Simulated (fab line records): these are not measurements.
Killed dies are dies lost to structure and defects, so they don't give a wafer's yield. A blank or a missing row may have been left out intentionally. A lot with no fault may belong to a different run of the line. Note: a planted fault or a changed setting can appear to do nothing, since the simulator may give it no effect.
Chamber matching | flow n5-finfet | N5_BEOL_M6_ETCH_72 on rie-diel-01: 4 sister chambers
The step etches underlayer in N2/H2, target depth 6.5 nm, time 5.2 s. 8 wafers are shown with their chamber, then 10 later ones without.

## WAFERS WITH THEIR CHAMBER
wafer  | chamber | showerhead-plenum-p-Torr (Torr) | throttle-valve-pct (%)
L076.6 | 3       | 2.51                            | 18.26
L080.6 | 0       | 2.64                            | 17.98
L079.3 | 3       | 2.50                            | 18.27
L085.1 | 0       | 2.63                            | 18.03
L092.1 | 2       | 2.58                            | 17.92
L092.5 | 1       | 2.39                            | 17.71
L090.1 | 1       | 2.39                            | 17.73
L090.4 | 2       | 2.57                            | 17.95

## WAFERS WITH NO CHAMBER GIVEN
wafer  | showerhead-plenum-p-Torr (Torr) | throttle-valve-pct (%)
L090.6 | 2.57                            | 17.94
L093.1 | 2.50                            | 17.80
L093.4 | 2.38                            | 17.70
L093.5 | 2.63                            | 18.03
L095.1 | 2.57                            | 17.96
L095.3 | 2.62                            | 18.06
L095.4 | 2.57                            | 17.96
L097.1 | 2.57                            | 18.00
L097.2 | 2.38                            | 17.74
L097.5 | 2.62                            | 18.06

## CHAMBER TAKEN BY EACH
wafer  | from the rows above | in truth
L090.6 | 2                   | 2
L093.1 | 2                   | 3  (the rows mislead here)
L093.4 | 1                   | 1
L093.5 | 0                   | 0
L095.1 | 2                   | 2
L095.3 | 0                   | 0
L095.4 | 2                   | 2
L097.1 | 2                   | 2
L097.2 | 1                   | 1
L097.5 | 0                   | 0
9 of 10 placed correctly. Number that these rows cannot place: 0. 1 placed wrongly.
How it was worked out, from the rows above alone: a wafer's distance from a chamber is the root of the sum, over the readings, of the square of ((its reading less the chamber's mean) divided by the reading's scatter). If the next closest chamber is less than 2 further off than the closest, the wafer can't be placed; otherwise it belongs to the closest. For every chamber, the mean is computed from those of its wafers that are shown. The scatter is the square root of a quotient: the sum, over the shown wafers, of each reading's squared deviation from its chamber's mean, divided by wafers minus chambers.
